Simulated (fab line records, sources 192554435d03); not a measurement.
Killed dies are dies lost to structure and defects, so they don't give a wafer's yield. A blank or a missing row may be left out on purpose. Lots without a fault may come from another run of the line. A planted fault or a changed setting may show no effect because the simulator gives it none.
Chamber matching | flow n5_finfet | N5_MOL_CONTACT_COAG_CMP_23 on cmp-03: 4 sister chambers
The step polishes, stops on SiO2, t overpolish 1.5 s, target thk 0 nm. 22 wafers are shown with their chamber, then 11 later ones without.

WAFERS WITH THEIR CHAMBER
wafer  | chamber | time_to_endpoint_s (s) | motor_current_A (A) | overpolish_run_s (s)
L075.1 | 2       | 9.5                    | 7.7                 | 1.508
L075.2 | 0       | 13.5                   | 8.0                 | 1.501
L075.6 | 3       | 11.1                   | 7.5                 | 1.510
L078.1 | 0       | 12.9                   | 7.5                 | 1.494
L078.3 | 2       | 6.6                    | 8.5                 | 1.499
L078.6 | 0       | 11.9                   | 7.6                 | 1.498
L079.3 | 0       | 13.7                   | 7.6                 | 1.501
L079.4 | 2       | 9.3                    | 7.9                 | 1.508
L079.6 | 1       | 11.9                   | 8.7                 | 1.484
L082.1 | 2       | 7.3                    | 8.1                 | 1.505
L082.2 | 0       | 13.6                   | 8.0                 | 1.499
L082.3 | 1       | 11.2                   | 8.7                 | 1.493
L084.1 | 1       | 8.9                    | 8.3                 | 1.505
L084.3 | 2       | 6.3                    | 8.4                 | 1.498
L084.6 | 0       | 14.3                   | 7.7                 | 1.524
L087.2 | 3       | 13.6                   | 7.7                 | 1.502
L087.5 | 0       | 11.1                   | 7.5                 | 1.499
L087.6 | 3       | 11.5                   | 8.0                 | 1.502
L088.3 | 0       | 12.1                   | 7.8                 | 1.489
L088.4 | 3       | 8.6                    | 8.3                 | 1.490
L088.6 | 2       | 7.8                    | 8.0                 | 1.499
L089.3 | 1       | 10.6                   | 8.4                 | 1.490

SIGNATURES (means of the wafers above)
reading            | chamber 0 | chamber 1 | chamber 2 | chamber 3 | scatter within a chamber
time_to_endpoint_s | 12.887    | 10.650    | 7.800     | 11.200    | 1.39
motor_current_A    | 7.713     | 8.525     | 8.100     | 7.875     | 0.263
overpolish_run_s   | 1.50063   | 1.49300   | 1.50283   | 1.50100   | 0.00845
Rule: a wafer's distance from a chamber is the root of the sum, over the readings, of the square of ((its reading less the chamber's mean) divided by the reading's scatter). The wafer belongs to the nearest chamber; if the next one is less than 2 further off, it can't be placed. The scatter: the root of (the sum of the squares of (reading less its chamber's mean) over the shown wafers, divided by (wafers less chambers)).

WAFERS WITHOUT THEIR CHAMBER
wafer  | time_to_endpoint_s (s) | motor_current_A (A) | overpolish_run_s (s)
L089.4 | 8.3                    | 8.4                 | 1.495
L089.6 | 8.1                    | 7.9                 | 1.493
L090.2 | 12.9                   | 7.8                 | 1.514
L090.4 | 11.4                   | 7.7                 | 1.480
L090.6 | 9.3                    | 7.9                 | 1.499
L093.1 | 11.4                   | 7.8                 | 1.497
L093.2 | 7.2                    | 8.4                 | 1.508
L093.5 | 14.1                   | 7.8                 | 1.508
L097.2 | 9.2                    | 7.9                 | 1.512
L097.4 | 13.1                   | 7.7                 | 1.489
L097.6 | 13.5                   | 7.9                 | 1.509

WHICH CHAMBER EACH WENT THROUGH
wafer  | from the rows above               | in truth
L089.4 | can't be placed: 2 or 1 or 3      | 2
L089.6 | can't be placed: 2 or 3 or 1      | 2
L090.2 | can't be placed: 0 or 3           | 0
L090.4 | can't be placed: 3 or 0 or 1 or 2 | 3
L090.6 | can't be placed: 3 or 2 or 1 or 0 | 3
L093.1 | can't be placed: 3 or 0           | 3
L093.2 | can't be placed: 2 or 1           | 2
L093.5 | can't be placed: 0 or 3           | 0
L097.2 | can't be placed: 2 or 3 or 0 or 1 | 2
L097.4 | can't be placed: 0 or 3           | 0
L097.6 | can't be placed: 0 or 3           | 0
Placed correctly: 0 of 11. Can't be placed from these rows: 11 (the true chamber is among the candidates in 11). Placed wrongly: 0.
